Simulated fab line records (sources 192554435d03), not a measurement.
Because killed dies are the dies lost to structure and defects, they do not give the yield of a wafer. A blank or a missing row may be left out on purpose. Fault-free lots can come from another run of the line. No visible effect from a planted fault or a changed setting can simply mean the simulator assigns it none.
fab line records	flow n5-finfet	part 1 of 2: steps 1 to 21 of 31
[record] lots = 5	wafers = 15	last-day = 20
route steps=1938 shown BEOL_M13@1688 BEOL_M14@1716
lots that met no fault: from a run of the same line without faults
start-h: hours from the record's opening day to when the first of the lot's shown wafers began	wait-h: hours elapsed since this lot's preceding step	" as in the row above	L1.1+2: one row covering several wafers at once	- either no value or no given start	* or withheld: withheld	< > ~ a bound
route shown NAME@n: NAME is a module with steps in the file, n the number in the route of the first one	usual: average and standard deviation across the fault-free wafers	same: alike in all rows	chamber/n: place in a boat	sites: the reading at each site	_std_site: the standard deviation of these	_edge_site: mean of outer sites minus mean of inner sites	radius-mm: for every site, how far away it sits from the centre of the wafer	mask NAME#n: copy n	behind: tool/chamber where the wafer was last shaped	hold: why the lot was held/for how many hours/how that ended	device: whichever transistor did not switch (one of n, p or np)	end of line: the route-end tests of the same wafers	for a step that has no rows: nothing shown but its recipe	killed: dies that structure and defects cost at the first sort, which is not the same as the wafer's yield	map: a wafer's dies, x killed, . not, _ none there
set.NAME: setting as actually run; set.NAME@STEP: the setting as run at that earlier step	model.NAME: the simulator's own value behind a step, which no gauge read
lots at some steps of the route; a table a step, a row a wafer
services: when a tool's chamber went out of use (start-h, in hours from the record's first day, below 0 if earlier), for how many hours, and the reason
[[steps]]
[step N5_BEOL_M13_HARDBAKE_32]
[recipe] temp-c = 130	time-s = 120
lot.wafer	tool	chamber	start-h	wait-h
L082.1+2+5	litho-track-04	0	-	-
L079.1+2+3	litho-track-03	0	-	-
L090.1+2+5	litho-track-04	0	-	-
L096.3+4+6	litho-track-04	0	-	-
L092.1+4+6	litho-track-04	0	-	-
[step N5_BEOL_M13_CD_MEAS_28]
[recipe] target-cd-nm = 209.5	landing-energy-ev = 500	detector = se-inlens
[usual] cd-nm = 209.3/1.5
lot.wafer	tool	chamber	start-h	wait-h	cd-nm
L082.1	cd-sem-02	0	364.45	-	207.4
L082.2	"	0	"	"	208.0
L082.5	"	0	"	"	209.0
L079.1	cd-sem-02	0	377.02	-	211.2
L079.2	"	0	"	"	211.4
L079.3	"	0	"	"	209.3
L090.1	cd-sem-02	0	413.56	-	210.8
L090.2	"	0	"	"	207.9
L090.5	"	0	"	"	207.8
L096.3	cd-sem-02	0	448.01	-	207.3
L096.4	"	0	"	"	209.4
L096.6	"	0	"	"	207.4
L092.1	cd-sem-03	0	452.06	-	208.8
L092.4	"	0	"	"	208.7
L092.6	"	0	"	"	207.3
[step N5_BEOL_M13_OVL_MEAS_29]
[recipe] points-per-wafer = 44
[usual] M13_OVL = -3/5.7
lot.wafer	tool	chamber	start-h	wait-h	M13_OVL[nm]
L082.1	overlay-01	0	364.48	0.0	-11
L082.2	"	0	"	"	4
L082.5	"	0	"	"	0
L079.1	overlay-02	0	377.05	0.0	9
L079.2	"	0	"	"	-3
L079.3	"	0	"	"	9
L090.1	overlay-01	0	413.59	0.0	3
L090.2	"	0	"	"	2
L090.5	"	0	"	"	3
L096.3	overlay-02	0	448.04	0.0	-8
L096.4	"	0	"	"	-7
L096.6	"	0	"	"	-3
L092.1	overlay-02	0	452.09	0.0	-4
L092.4	"	0	"	"	-4
L092.6	"	0	"	"	-10
[step N5_BEOL_M13_INSPECT_30]
[recipe] mode = adi	inspect-instrument = macro
[usual] raw-defect-count = 2.0/1.3
lot.wafer	tool	chamber	start-h	wait-h	raw-defect-count
L082.1	defect-inspect-01	-	364.50	0.0	1
L082.2	"	-	"	"	2
L082.5	"	-	"	"	2
L079.1	defect-inspect-01	-	377.07	0.0	0
L079.2	"	-	"	"	2
L079.3	"	-	"	"	1
L090.1	defect-inspect-01	-	413.62	0.0	2
L090.2	"	-	"	"	4
L090.5	"	-	"	"	1
L096.3	defect-inspect-01	-	448.07	0.0	1
L096.4	"	-	"	"	3
L096.6	"	-	"	"	4
L092.1	defect-inspect-01	-	452.11	0.0	5
L092.4	"	-	"	"	0
L092.6	"	-	"	"	2
[step N5_BEOL_M13_DESCUM_33]
[recipe] chemistry = O2	time-s = 7.9	source-power-w = 50	bias-power-w = 20	pressure-mtorr = 20	rf-frequency-hz = 2.712e+07	temp-c = 40	o2-flow-sccm = 225
[usual] drypump-motor-current-A = 5.6/0.46	oes-product-au = 0.78/0.097	rf-vpp-V = 243.1/1.6	showerhead-plenum-p-Torr = 2.09/0.092	throttle-valve-pct = 20.40/0.24
lot.wafer	tool	chamber	start-h	wait-h	drypump-motor-current-A	oes-product-au	rf-hours-counter-h	rf-vpp-V	showerhead-plenum-p-Torr	throttle-valve-pct
L082.1	rie-diel-06	3	364.58	0.1	6.1	0.86	59	243.7	2.11	20.36
L082.2	"	1	"	"	5.5	0.75	139	244.9	2.19	20.28
L082.5	"	0	"	"	5.8	0.74	-	244.5	2.05	20.50
L079.1	rie-diel-02	1	377.20	0.1	6.4	0.76	138	245.2	2.21	20.54
L079.2	"	2	"	"	5.0	0.92	16	244.8	2.15	20.23
L079.3	"	0	"	"	4.8	0.89	37	245.5	2.23	20.73
L090.1	rie-diel-05	1	413.91	0.3	5.6	0.93	10	244.5	2.11	20.06
L090.2	"	0	"	"	5.0	0.68	241	241.9	1.98	20.76
L090.5	"	2	"	"	6.1	0.72	-	244.6	2.16	20.39
L096.3	rie-diel-02	3	448.21	0.1	5.7	0.77	157	241.5	1.99	20.73
L096.4	"	2	"	"	5.0	0.88	36	243.3	2.14	20.24
L096.6	"	3	"	"	5.7	0.78	-	240.7	1.99	20.73
L092.1	rie-diel-05	2	452.79	0.7	6.2	0.71	210	244.3	2.16	20.41
L092.4	"	1	"	"	5.6	0.90	-	243.9	2.10	20.10
L092.6	"	2	"	"	6.1	0.72	-	243.9	2.16	20.40
[step N5_BEOL_M13_ETCH_67]
[recipe] chemistry = CF4	target = SiARC	target-depth-a = 1430	time-s = 238.3	ion-energy-ev = 80	pressure-mtorr = 40	source-w = 545	bias-w = 36	Ar_flow_sccm = 100	cf4-flow-sccm = 100	ends = cleared
[usual] drypump-motor-current-A = 5.6/0.46	etch-rf-on-time-s = 240/6.8	oes-product-au = 0.67/0.08	rf-vpp-V = 184.1/1.4	showerhead-plenum-p-Torr = 2.15/0.083	throttle-valve-pct = 15.62/0.21
lot.wafer	tool	chamber	start-h	wait-h	drypump-motor-current-A	etch-rf-on-time-s	oes-product-au	rf-hours-counter-h	rf-vpp-V	showerhead-plenum-p-Torr	throttle-valve-pct
L082.1	rie-diel-06	3	364.62	0.0	6.1	222	0.77	59	184.2	2.17	15.52
L082.2	"	1	"	"	5.6	240	0.65	139	184.2	2.22	15.39
L082.5	"	0	"	"	5.8	244	0.62	-	184.1	2.13	15.89
L079.1	rie-diel-02	1	377.24	0.0	6.4	250	0.64	138	183.6	2.23	15.62
L079.2	"	2	"	"	5.1	243	0.77	16	184.2	2.18	15.30
L079.3	"	0	"	"	4.8	235	0.75	37	184.5	2.25	15.67
L090.1	rie-diel-05	1	413.94	0.0	5.5	239	0.79	10	185.0	2.19	15.43
L090.2	"	0	"	"	5.0	245	0.58	241	182.4	2.03	15.88
L090.5	"	2	"	"	6.1	239	0.62	-	184.4	2.23	15.68
L096.3	rie-diel-02	3	448.25	0.0	5.7	249	0.64	157	183.1	2.05	15.98
L096.4	"	2	"	"	5.0	243	0.73	36	185.0	2.18	15.33
L096.6	"	3	"	"	5.7	250	0.64	-	184.5	2.05	15.97
L092.1	rie-diel-05	2	452.82	0.0	6.1	236	0.61	210	183.6	2.22	15.71
L092.4	"	1	"	"	5.6	234	0.77	-	183.5	2.19	15.47
L092.6	"	2	"	"	6.1	236	0.61	-	184.0	2.22	15.71
[step N5_BEOL_M13_ETCH_68]
[recipe] chemistry = N2/H2	target = SOC	mask-material = SiARC	source-w = 3000	bias-w = 350	temp-c = 40	time-s = 355	ion-energy-ev = 200	pressure-mtorr = 30	n2-flow-sccm = 200	h2-flow-sccm = 200
[usual] drypump-motor-current-A = 5.6/0.46	oes-product-au = 0.79/0.095	rf-vpp-V = 524.2/2.9	showerhead-plenum-p-Torr = 2.55/0.1	throttle-valve-pct = 17.8/0.3
lot.wafer	tool	chamber	start-h	wait-h	drypump-motor-current-A	oes-product-au	rf-hours-counter-h	rf-vpp-V	showerhead-plenum-p-Torr	throttle-valve-pct
L082.1	rie-diel-06	3	364.76	0.1	6.0	0.87	60	526.5	2.57	17.7
L082.2	"	1	"	"	5.6	0.75	139	526.9	2.63	17.4
L082.5	"	0	"	"	5.8	0.73	-	523.5	2.55	18.2
L079.1	rie-diel-02	1	377.38	0.1	6.4	0.76	138	526.7	2.65	17.6
L079.2	"	2	"	"	5.0	0.92	16	525.2	2.60	17.5
L079.3	"	0	"	"	4.8	0.88	37	526.8	2.68	17.9
L090.1	rie-diel-05	1	414.09	0.1	5.6	0.92	10	525.9	2.62	17.7
L090.2	"	0	"	"	5.0	0.69	241	519.0	2.39	18.0
L090.5	"	2	"	"	6.1	0.71	-	525.2	2.66	18.1
L096.3	rie-diel-02	3	448.40	0.1	5.7	0.76	157	521.9	2.47	18.5
L096.4	"	2	"	"	5.1	0.88	36	525.1	2.59	17.5
L096.6	"	3	"	"	5.7	0.75	-	521.3	2.47	18.5
L092.1	rie-diel-05	2	452.97	0.1	6.1	0.71	210	524.7	2.65	18.1
L092.4	"	1	"	"	5.5	0.89	-	525.5	2.61	17.7
L092.6	"	2	"	"	6.1	0.70	-	526.7	2.65	18.1
[step N5_BEOL_M13_STRIP_69]
[recipe] chemistry = N2/H2	temp-c = 40	n2-flow-sccm = 200	h2-flow-sccm = 200	rf-frequency-hz = 6e+07
lot.wafer	tool	chamber	start-h	wait-h
L082.1+2+5	rie-diel-06	3,1,0	364.98	0.1
L079.1+2+3	rie-diel-02	1,2,0	377.59	0.1
L090.1+2+5	rie-diel-05	1,0,2	414.30	0.1
L096.3+4+6	rie-diel-02	3,2,3	448.61	0.1
L092.1+4+6	rie-diel-05	2,1,2	453.18	0.1
[step N5_BEOL_M13_TRENCH_ETCH_34]
[recipe] chemistry = C4F8/O2/Ar	target = SiOC	target-depth-a = 4134.7	mask-material = SOC	pressure-mtorr = 30	source-w = 3000	bias-w = 700	Ar_flow_sccm = 400	C4F8_flow_sccm = 15	O2_flow_sccm = 8	he-inner-torr = 15	he-outer-torr = 30	time-s = 162.6	ion-energy-ev = 250
[usual] drypump-motor-current-A = 5.6/0.46	oes-product-au = 0.78/0.096	rf-vpp-V = 666/3.7	showerhead-plenum-p-Torr = 3.42/0.13	throttle-valve-pct = 24.17/0.2
lot.wafer	tool	chamber	start-h	wait-h	drypump-motor-current-A	oes-product-au	rf-hours-counter-h	rf-vpp-V	showerhead-plenum-p-Torr	throttle-valve-pct
L082.1	rie-diel-06	3	364.99	0.0	6.1	0.86	60	666	3.48	24.30
L082.2	"	1	"	"	5.6	0.76	139	669	3.52	23.80
L082.5	"	0	"	"	5.8	0.73	-	665	3.40	24.44
L079.1	rie-diel-02	1	377.60	0.0	6.4	0.76	138	670	3.55	24.08
L079.2	"	2	"	"	5.0	0.92	16	669	3.46	23.85
L079.3	"	0	"	"	4.8	0.89	37	670	3.58	24.36
L090.1	rie-diel-05	1	414.31	0.0	5.6	0.92	10	667	3.51	24.15
L090.2	"	0	"	"	5.0	0.68	241	660	3.23	24.32
L090.5	"	2	"	"	6.1	0.71	-	669	3.55	24.29
L096.3	rie-diel-02	3	448.62	0.0	5.7	0.76	157	662	3.25	24.46
L096.4	"	2	"	"	5.0	0.88	36	667	3.45	23.89
L096.6	"	3	"	"	5.7	0.75	-	662	3.25	24.45
L092.1	rie-diel-05	2	453.19	0.0	6.1	0.71	210	666	3.55	24.30
L092.4	"	1	"	"	5.5	0.89	-	669	3.50	24.19
L092.6	"	2	"	"	6.1	0.71	-	669	3.55	24.29
[step N5_BEOL_M13_STRIP_70]
[recipe] chemistry = C4F8/O2/Ar	resist = SiARC	rf-frequency-hz = 6e+07
lot.wafer	tool	chamber	start-h	wait-h
L082.1+2+5	rie-diel-06	3,1,0	365.12	0.1
L079.1+2+3	rie-diel-02	1,2,0	377.74	0.1
L090.1+2+5	rie-diel-05	1,0,2	414.45	0.1
L096.3+4+6	rie-diel-02	3,2,3	448.75	0.1
L092.1+4+6	rie-diel-05	2,1,2	453.33	0.1
[step N5_BEOL_M13_OCD_MEAS_35]
[usual] trench-depth-nm = 410/9.6
lot.wafer	tool	chamber	start-h	wait-h	trench-depth-nm
L082.1	ocd-02	-	365.16	0.0	420
L082.2	"	-	"	"	406
L082.5	"	-	"	"	404
L079.1	ocd-01	-	377.78	0.0	408
L079.2	"	-	"	"	423
L079.3	"	-	"	"	420
L090.1	ocd-01	-	414.49	0.0	407
L090.2	"	-	"	"	413
L090.5	"	-	"	"	409
L096.3	ocd-01	-	448.79	0.0	415
L096.4	"	-	"	"	426
L096.6	"	-	"	"	407
L092.1	ocd-01	-	453.37	0.0	415
L092.4	"	-	"	"	415
L092.6	"	-	"	"	411
[step N5_BEOL_M13_STRIP_37]
[recipe] chemistry = N2/H2	power-w = 1000	temp-c = 250	h2-frac = 0.65	overash-fraction = 0.3	pressure-mtorr = withheld	n2-flow-sccm = 1750	h2-flow-sccm = 3250
[usual] drypump-motor-current-A = 6.2/0.34	heater-power-w = 303/15	oes-product-au = 0.784/0.011
lot.wafer	tool	chamber	start-h	wait-h	drypump-motor-current-A	heater-power-w	oes-product-au	rf-hours-counter-h
L082.1	plasma-asher-02	0	365.20	0.0	5.9	281	0.792	89
L082.2	"	1	"	"	6.3	292	0.782	89
L082.5	"	0	"	"	5.9	294	0.799	-
L079.1	plasma-asher-02	1	377.82	0.0	6.3	297	0.773	91
L079.2	"	0	"	"	5.9	291	0.775	91
L079.3	"	1	"	"	6.3	294	0.799	-
L090.1	plasma-asher-02	0	414.52	0.0	5.9	283	0.787	98
L090.2	"	1	"	"	6.3	288	0.794	98
L090.5	"	1	"	"	6.3	297	0.774	-
L096.3	plasma-asher-01	1	448.85	0.1	5.8	320	0.794	-
L096.4	"	0	"	"	6.6	306	0.761	-
L096.6	"	0	"	"	6.6	309	0.794	-
L092.1	plasma-asher-02	1	453.40	0.0	6.4	290	0.801	106
L092.4	"	0	"	"	5.9	287	0.788	-
L092.6	"	0	"	"	5.9	293	0.772	-
[step N5_BEOL_M13_ETCH_38]
[recipe] chemistry = CF4/N2	target = SiCN	target-depth-a = 675	taper-deg = 2	time-s = 71.9	ion-energy-ev = 150	mask-material = SiO2	pressure-mtorr = 40	source-w = 430	bias-w = 70	Ar_flow_sccm = 100	cf4-flow-sccm = 60	n2-flow-sccm = 60
[usual] drypump-motor-current-A = 5.6/0.44	oes-product-au = 0.78/0.088	rf-vpp-V = 382.4/2.2	showerhead-plenum-p-Torr = 2.21/0.083	throttle-valve-pct = 15.46/0.21
lot.wafer	tool	chamber	start-h	wait-h	drypump-motor-current-A	oes-product-au	rf-hours-counter-h	rf-vpp-V	showerhead-plenum-p-Torr	throttle-valve-pct
L082.1	rie-diel-05	2	373.98	-	6.1	0.73	184	383.7	2.30	15.47
L082.2	"	0	"	"	5.0	0.68	227	380.0	2.09	15.66
L082.5	"	2	"	"	6.1	0.73	-	383.7	2.30	15.50
L079.1	rie-diel-05	3	378.26	-	5.8	0.70	221	379.6	2.09	15.48
L079.2	"	0	"	"	5.0	0.68	228	379.5	2.09	15.65
L079.3	"	2	"	"	6.1	0.74	185	384.6	2.30	15.48
L090.1	rie-diel-05	3	418.14	-	5.7	0.71	235	378.9	2.09	15.49
L090.2	"	2	"	"	6.1	0.72	199	383.6	2.30	15.51
L090.5	"	1	"	"	5.6	0.93	-	382.8	2.26	15.27
L096.3	rie-diel-06	1	450.63	-	5.6	0.73	165	384.2	2.27	15.25
L096.4	"	0	"	"	5.8	0.71	202	382.1	2.19	15.77
L096.6	"	1	"	"	5.6	0.74	-	383.8	2.27	15.26
L092.1	rie-diel-05	3	454.53	-	5.8	0.68	248	379.3	2.08	15.54
L092.4	"	1	"	"	5.6	0.89	-	383.1	2.26	15.32
L092.6	"	3	"	"	5.8	0.69	-	379.9	2.08	15.53
[step N5_BEOL_M13_PRECLEAN_39]
[recipe] chemistry = residue-remover	time-s = 60	temp-c = 40
lot.wafer	tool	chamber	start-h	wait-h
L082.1+2+5	wet-bench-05	5,4,0	374.11	0.1
L079.1+2+3	wet-bench-05	4,3,5	378.39	0.1
L090.1+2+5	wet-bench-06	3,0,4	418.27	0.1
L096.3+4+6	wet-bench-04	0,4,1	450.76	0.1
L092.1+4+6	wet-bench-04	0,5,4	454.66	0.1
[step N5_BEOL_M13_SRD_40]
[recipe] time-s = 30	temp-c = 23	rinse-liquid = diw	dry = n2-spin	spin-rpm = 1500	dry-time-s = 30
lot.wafer	tool	chamber	start-h	wait-h
L082.1+2+5	wet-bench-05	5,4,0	374.13	0.0
L079.1+2+3	wet-bench-05	4,3,5	378.41	0.0
L090.1+2+5	wet-bench-06	3,0,4	418.29	0.0
L096.3+4+6	wet-bench-04	0,4,1	450.78	0.0
L092.1+4+6	wet-bench-04	0,5,4	454.68	0.0
[step N5_BEOL_M13_DEGAS_41]
[recipe] ambient = vacuum	temp-c = 250	time-s = 60
[usual] heater-power-w = 314/28	susceptor-temp-C = 250.00/0.19
lot.wafer	tool	chamber	start-h	wait-h	heater-power-w	susceptor-temp-C
L082.1	pvd-sputter-03	-	374.35	0.2	269	250.10
L082.2	"	-	"	"	323	249.84
L082.5	"	-	"	"	323	249.64
L079.1	pvd-sputter-01	-	380.87	2.4	294	250.20
L079.2	"	-	"	"	340	250.22
L079.3	"	-	"	"	316	250.08
L090.1	pvd-sputter-02	-	418.58	0.3	346	250.29
L090.2	"	-	"	"	285	249.88
L090.5	"	-	"	"	349	250.05
L096.3	pvd-sputter-02	-	451.20	0.4	348	250.30
L096.4	"	-	"	"	311	250.09
L096.6	"	-	"	"	351	250.18
L092.1	pvd-sputter-01	-	455.24	0.5	321	250.04
L092.4	"	-	"	"	366	250.12
L092.6	"	-	"	"	335	250.06
[step N5_BEOL_M13_PRE_CLEAN_42]
[recipe] gas = H2/He	time-s = 30	temp-c = 250
[usual] heater-power-w = 314/29	susceptor-temp-C = 250.00/0.17
lot.wafer	tool	chamber	start-h	wait-h	heater-power-w	susceptor-temp-C
L082.1	pvd-sputter-03	-	374.39	0.0	267	249.84
L082.2	"	-	"	"	309	249.81
L082.5	"	-	"	"	324	250.00
L079.1	pvd-sputter-01	-	380.91	0.0	290	250.10
L079.2	"	-	"	"	343	250.09
L079.3	"	-	"	"	311	249.58
L090.1	pvd-sputter-02	-	418.62	0.0	351	250.16
L090.2	"	-	"	"	279	250.17
L090.5	"	-	"	"	343	250.14
L096.3	pvd-sputter-02	-	451.24	0.0	343	250.22
L096.4	"	-	"	"	309	249.79
L096.6	"	-	"	"	344	249.75
L092.1	pvd-sputter-01	-	455.28	0.0	319	249.74
L092.4	"	-	"	"	360	249.83
L092.6	"	-	"	"	340	250.00
[step N5_BEOL_M13_SPUTTER_43]
[recipe] material = TaN	target-thk-a = 150	temp-c = 50	bias-v = 168.6	power-w = 15000	chamber-pressure-pa = 0.12	time-s = 24.19
[usual] susceptor-temp-C = 50.01/0.11	throttle-valve-pct = 29.9/0.67
lot.wafer	tool	chamber	start-h	wait-h	susceptor-temp-C	throttle-valve-pct
L082.1	pvd-sputter-03	-	374.43	0.0	50.03	28.9
L082.2	"	-	"	"	49.94	31.1
L082.5	"	-	"	"	50.10	31.3
L079.1	pvd-sputter-01	-	380.95	0.0	49.97	31.2
L079.2	"	-	"	"	50.02	29.6
L079.3	"	-	"	"	50.05	29.3
L090.1	pvd-sputter-02	-	418.66	0.0	50.02	30.7
L090.2	"	-	"	"	50.16	29.6
L090.5	"	-	"	"	50.06	30.0
L096.3	pvd-sputter-02	-	451.28	0.0	50.28	30.7
L096.4	"	-	"	"	49.96	30.0
L096.6	"	-	"	"	50.06	30.7
L092.1	pvd-sputter-01	-	455.32	0.0	50.02	29.4
L092.4	"	-	"	"	49.86	29.9
L092.6	"	-	"	"	49.93	29.7
[step N5_BEOL_M13_SPUTTER_44]
[recipe] material = Ta	target-thk-a = 100	temp-c = 50	bias-v = 80	power-w = 15000	chamber-pressure-pa = 0.07	time-s = 16.13
[usual] susceptor-temp-C = 50.00/0.13	throttle-valve-pct = 29.9/0.68
lot.wafer	tool	chamber	start-h	wait-h	susceptor-temp-C	throttle-valve-pct
L082.1	pvd-sputter-03	-	374.51	0.0	50.05	28.6
L082.2	"	-	"	"	50.05	31.1
L082.5	"	-	"	"	50.05	31.3
L079.1	pvd-sputter-01	-	381.03	0.0	50.14	31.1
L079.2	"	-	"	"	50.10	29.6
L079.3	"	-	"	"	49.99	29.3
L090.1	pvd-sputter-02	-	418.74	0.0	49.86	30.3
L090.2	"	-	"	"	50.22	29.3
L090.5	"	-	"	"	49.91	30.8
L096.3	pvd-sputter-02	-	451.36	0.0	50.08	30.5
L096.4	"	-	"	"	49.95	29.9
L096.6	"	-	"	"	49.87	30.6
L092.1	pvd-sputter-01	-	455.40	0.0	49.90	29.7
L092.4	"	-	"	"	49.85	30.0
L092.6	"	-	"	"	49.99	29.6
[step N5_BEOL_M13_SPUTTER_45]
[recipe] material = Cu	target-thk-a = 800	temp-c = -20	bias-v = 60	power-w = 26000	chamber-pressure-pa = 0.13	time-s = 13.33
[usual] susceptor-temp-C = -19.99/0.11	throttle-valve-pct = 29.9/0.69
lot.wafer	tool	chamber	start-h	wait-h	susceptor-temp-C	throttle-valve-pct
L082.1	pvd-sputter-03	-	374.59	0.0	-19.94	28.9
L082.2	"	-	"	"	-19.93	31.6
L082.5	"	-	"	"	-19.90	31.0
L079.1	pvd-sputter-01	-	381.11	0.0	-20.06	31.1
L079.2	"	-	"	"	-19.97	29.4
L079.3	"	-	"	"	-19.99	29.5
L090.1	pvd-sputter-02	-	418.82	0.0	-20.02	30.7
L090.2	"	-	"	"	-20.06	29.6
L090.5	"	-	"	"	-20.04	30.4
L096.3	pvd-sputter-02	-	451.44	0.0	-19.83	30.8
L096.4	"	-	"	"	-20.01	30.0
L096.6	"	-	"	"	-19.88	30.6
L092.1	pvd-sputter-01	-	455.48	0.0	-19.81	29.6
L092.4	"	-	"	"	-19.82	30.0
L092.6	"	-	"	"	-20.20	29.8
[step N5_BEOL_M13_ECD_47]
[recipe] material = Cu	target-thk-a = 9360
lot.wafer	tool	chamber	start-h	wait-h
L082.1+2+5	ecd-cu-02	0,1,0	374.72	0.1
L079.1+2+3	ecd-cu-01	0,1,0	381.23	0.1
L090.1+2+5	ecd-cu-01	0,1,1	418.94	0.1
L096.3+4+6	ecd-cu-01	0,1,1	451.60	0.1
L092.1+4+6	ecd-cu-01	1	455.60	0.1
